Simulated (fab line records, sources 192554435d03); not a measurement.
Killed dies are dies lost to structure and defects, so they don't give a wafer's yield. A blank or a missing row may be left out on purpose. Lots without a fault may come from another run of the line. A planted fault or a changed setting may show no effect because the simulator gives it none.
Chamber matching | flow n5_finfet | N5_GATE_CUT_CMP_43 on cmp-03: 4 sister chambers
The step polishes SiO2. 14 wafers are shown with their chamber, then 7 later ones without.

WAFERS WITH THEIR CHAMBER
wafer  | chamber | motor_current_A (A)
L077.3 | 2       | 10.9
L077.4 | 0       | 11.3
L077.5 | 3       | 12.4
L082.1 | 2       | 11.4
L082.4 | 0       | 11.0
L082.5 | 0       | 11.3
L084.3 | 3       | 12.3
L084.4 | 2       | 11.1
L084.6 | 2       | 11.5
L088.1 | 3       | 12.3
L088.2 | 1       | 12.2
L088.5 | 0       | 11.3
L089.3 | 0       | 10.6
L089.5 | 3       | 11.5

SIGNATURES (means of the wafers above)
reading         | chamber 0 | chamber 1 | chamber 2 | chamber 3 | scatter within a chamber
motor_current_A | 11.100    | 12.200    | 11.225    | 12.125    | 0.337
Rule: a wafer's distance from a chamber is the root of the sum, over the readings, of the square of ((its reading less the chamber's mean) divided by the reading's scatter). The wafer belongs to the nearest chamber; if the next one is less than 2 further off, it can't be placed. The scatter: the root of (the sum of the squares of (reading less its chamber's mean) over the shown wafers, divided by (wafers less chambers)).

WAFERS WITHOUT THEIR CHAMBER
wafer  | motor_current_A (A)
L089.6 | 11.1
L094.3 | 11.2
L094.4 | 12.5
L094.6 | 12.2
L096.1 | 11.0
L096.2 | 12.5
L096.4 | 12.2

WHICH CHAMBER EACH WENT THROUGH
wafer  | from the rows above     | in truth
L089.6 | can't be placed: 0 or 2 | 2
L094.3 | can't be placed: 2 or 0 | 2
L094.4 | can't be placed: 1 or 3 | 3
L094.6 | can't be placed: 1 or 3 | 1
L096.1 | can't be placed: 0 or 2 | 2
L096.2 | can't be placed: 1 or 3 | 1
L096.4 | can't be placed: 1 or 3 | 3
Placed correctly: 0 of 7. Can't be placed from these rows: 7 (the true chamber is among the candidates in 7). Placed wrongly: 0.
